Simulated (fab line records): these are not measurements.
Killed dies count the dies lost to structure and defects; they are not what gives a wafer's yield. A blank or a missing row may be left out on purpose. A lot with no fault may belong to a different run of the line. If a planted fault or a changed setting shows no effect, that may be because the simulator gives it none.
A struck lot beside a sound one    flow n5Finfet    14 out of 1938 route steps
Sound: the wafers L525.1, L525.4, L525.5. Struck: wafer L534.1 (left out: L534.2, a lot-mate that was not struck); the cause follows at the end.
Per side, at each step with rows, come the tool, then ch with its chambers, and then its first start. Under that, the readings that differ: sound wafers    struck wafers    difference of the means    sigmas: that difference in standard deviations of wafers without a fault.
alike: readings whose means differ by less than 2 such deviations, and words and numbers that are the same on both sides. not compared: withheld readings, readings that some wafer has no value for, bounds like >300 that may hide the same value, and numbers for which the record gives no deviation and whose values overlap.
Wherever a step has rows on one side only, a row that says differs or no value, or a row with sigmas, the two part there. Numbers that don't overlap but have no deviation are shown without sigmas and don't part them. A reading missing from all wafers of one side parts the sides only when that side holds two or more wafers.

first, 2 steps without rows for these wafers: N5_BEOL_M14_PRECLEAN_39 (cleans in residue remover, time 60 s); N5_BEOL_M14_SRD_40 (time 30 s, dry time 30 s).
N5_BEOL_M14_DEGAS_41: time 60 s.
  sound on pvdSputter-03, day 12 11:52; struck on pvdSputter-03, day 15 02:03
  alike: heaterPowerW
N5_BEOL_M14_PRE_CLEAN_42: time 30 s.
  sound on pvdSputter-03, day 12 11:55; struck on pvdSputter-03, day 15 02:05
  alike: heaterPowerW
then, 1 step without rows for these wafers: N5_BEOL_M14_SPUTTER_43 (material TaN, target thk 15 nm, time 24.19 s).
N5_BEOL_M14_SPUTTER_44: material Ta, target thk 15 nm, time 24.19 s.
  sound on pvdSputter-03, day 12 12:02; struck on pvdSputter-03, day 15 02:13
  alike: throttleValvePct
N5_BEOL_M14_SPUTTER_45: material Cu, target thk 100 nm, time 16.67 s.
  sound on pvdSputter-03, day 12 12:07; struck on pvdSputter-03, day 15 02:17
  alike: throttleValvePct
then, 1 step without rows for these wafers: N5_BEOL_M14_ECD_47 (material Cu, target thk 1248 nm).
N5_BEOL_M14_ANNEAL_48: time 90 s.
  sound on rtpAnneal-02 ch 0, day 12 12:38; struck on rtpAnneal-01 ch 0, day 15 02:40
  alike: wafer_temp_C_max
then, 1 step without rows for these wafers: N5_BEOL_M14_CMP_49 (polishes, stops on SiO2, t overpolish 5.2 s, target thk 560 nm).
N5_BEOL_M14_THK_MEAS_50: measures by xrf.
  sound on filmMetro-01, day 12 13:13; struck on filmMetro-01, day 15 03:15
  alike: M14_THK
then, 1 step without rows for these wafers: N5_BEOL_M14_PRE_CLEAN_52 (time 15 s).
N5_BEOL_M14_DEP_53: deposits SiCN from 3MS/NH3, target thk 50 nm, time 17.8 s.
  sound on pecvd-03 ch 0,1,2, day 12 13:17; struck on pecvd-04 ch 2, day 15 03:19
reading                                   sound              struck  difference  sigmas
showerheadPlenumPTorr (Torr)              4.176 4.172 4.179  4.133   -0.043      -2
model.SiCN_of_BEOL_M14_DEP_53.thkNm (nm)  49.4 50.6 49.8     39.2    -10.7       
  alike: throttleValvePct
N5_BEOL_M14_RS_MEAS_54: uses a four-point probe to measure.
  sound on filmMetro-02, day 12 13:21; struck on filmMetro-01, day 15 03:23
  alike: M14_RS

## WHERE THEY PART
Only at N5_BEOL_M14_DEP_53, within this record. Later steps at which nothing parts them and some readings are alike: N5_BEOL_M14_RS_MEAS_54.

WHY: whatever the simulator had introduced
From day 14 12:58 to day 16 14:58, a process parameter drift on pecvd-04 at N5_BEOL_M14_DEP_53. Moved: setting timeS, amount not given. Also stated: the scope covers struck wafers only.
